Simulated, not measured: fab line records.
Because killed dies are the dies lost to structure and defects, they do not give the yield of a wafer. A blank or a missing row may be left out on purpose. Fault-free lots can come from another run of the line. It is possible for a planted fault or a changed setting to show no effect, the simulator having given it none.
Split-lot study ; flow n5Finfet ; 21 wafers read from 7 lots, route of 1938 steps

## THE SPLIT ITSELF
At N5_BEOL_M2_ILD_DEP_00 (deposits SiOC from DEMS/O2, target thk 79 nm, time 15.3 s), the setting timeS was moved away from the recipe's 15.3 s on 6 of the 21 wafers read, by -8.0% to +8.5%. The other wafers ran this setting at the recipe's value.

Between the split and the reading, the file records no step.

## THE READING
M2_ILD_THK (nm), taken at N5_BEOL_M2_THK_MEAS_01. Fault-free wafers of this fab line usually give 78.9 nm, standard deviation 1 nm.

wafer;tool, chamber at the split;timeS as run, s;against the recipe;M2_ILD_THK, nm;against lot-mates on the recipe
L080.2;pecvd-02, 2;16.6;+8.5%;85.3;+6.5
L080.3;pecvd-02, 0;15.3;recipe;78.3;-
L080.6;pecvd-02, 0;15.3;recipe;79.2;-
L083.4;pecvd-01, 0;15.3;recipe;80.4;-
L083.5;pecvd-01, 1;15.3;recipe;78.7;-
L083.6;pecvd-01, 2;16.46;+7.6%;85.3;+5.7
L084.1;pecvd-01, 1;15.3;recipe;78.9;-
L084.2;pecvd-01, 0;15.3;recipe;80.0;-
L084.4;pecvd-01, 0;15.3;recipe;80.4;-
L085.1;pecvd-02, 2;15.3;recipe;77.6;-
L085.3;pecvd-02, 0;15.3;recipe;76.8;-
L085.4;pecvd-02, 1;15.3;recipe;79.6;-
L086.1;pecvd-03, 0;16.53;+8.0%;83.9;+4.8
L086.2;pecvd-03, 1;15.3;recipe;79.1;-
L086.5;pecvd-03, 1;16.53;+8.0%;85.0;+5.9
L088.3;pecvd-01, 1;14.07;-8.0%;71.1;-7.0
L088.4;pecvd-01, 2;14.07;-8.0%;71.2;-6.9
L088.6;pecvd-01, 1;15.3;recipe;78.1;-
L092.2;pecvd-02, 1;15.3;recipe;79.7;-
L092.3;pecvd-02, 2;15.3;recipe;79.7;-
L092.5;pecvd-02, 2;15.3;recipe;80.7;-

THE FIT
A straight line over all 21 wafers: M2_ILD_THK changes by +0.818 nm for each +1% of timeS; r = +0.96; the points scatter about the line by 1.1 nm.
The same after taking each lot's own level away (the mean of its wafers on the recipe; 21 wafers): +0.772 nm for each +1%; r = +0.98; scatter 0.75 nm.
Per that fit: largest timeS move, reading shift of 6.6 nm.
From 78.00 to 80.03 nm: that is the span of the lots' own levels, equal to 2.0 times the standard deviation above.
Consequently the slope shifts little with the lot-to-lot level, the two slopes agreeing.
Check: for one of the wafers moved furthest among these (+8.5%), held out of the fit, the line's prediction against its lot-mates is +6.36 nm. It came out at +6.55 nm against them.

## OTHER SPLITS ON THESE WAFERS
Other splits were also applied to these wafers ahead of the reading. Each is held against what the fit with the lots' levels taken away leaves over:
other split on the same wafers;wafers away from the commonest value;r with M2_ILD_THK (lot level and that fit taken away)
N5_MOL_CONTACT_COAG_EXPOSE_81 doseMj;7;+0.00
N5_BEOL_M0_SAQP_ILD_DEP_01 timeS;8;-0.36
N5_BEOL_M0_SAQP_COAT_82 spinRpm;10;-0.31
N5_BEOL_M0_SAQP_SPACER1_ALD_98 aldCycles;11;-0.29
N5_BEOL_M0_SAQP_ETCH_106 targetDepthA;7;+0.12
N5_BEOL_M0_ETCH_109 biasW;9;-0.13

## THE WHOLE CHAIN: every reading that the file lists as answering this split, in the file's order
step;what it does;reading;change (the file's fit);r (the file's)
N5_BEOL_M2_ILD_DEP_00;deposits SiOC from DEMS/O2, target thk 79 nm, time 15.3 s;SiOC_of_BEOL_M2_ILD_DEP_00.thkNm (the simulator's own value, which no gauge read);+0.772 nm for each +1% of the setting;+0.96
N5_BEOL_M2_THK_MEAS_01;;M2_ILD_THK;+0.768 for each +1% of the setting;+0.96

## FILE'S OWN FIT
M2_ILD_THK changes by +0.768 nm for each +1% of timeS, r = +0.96.
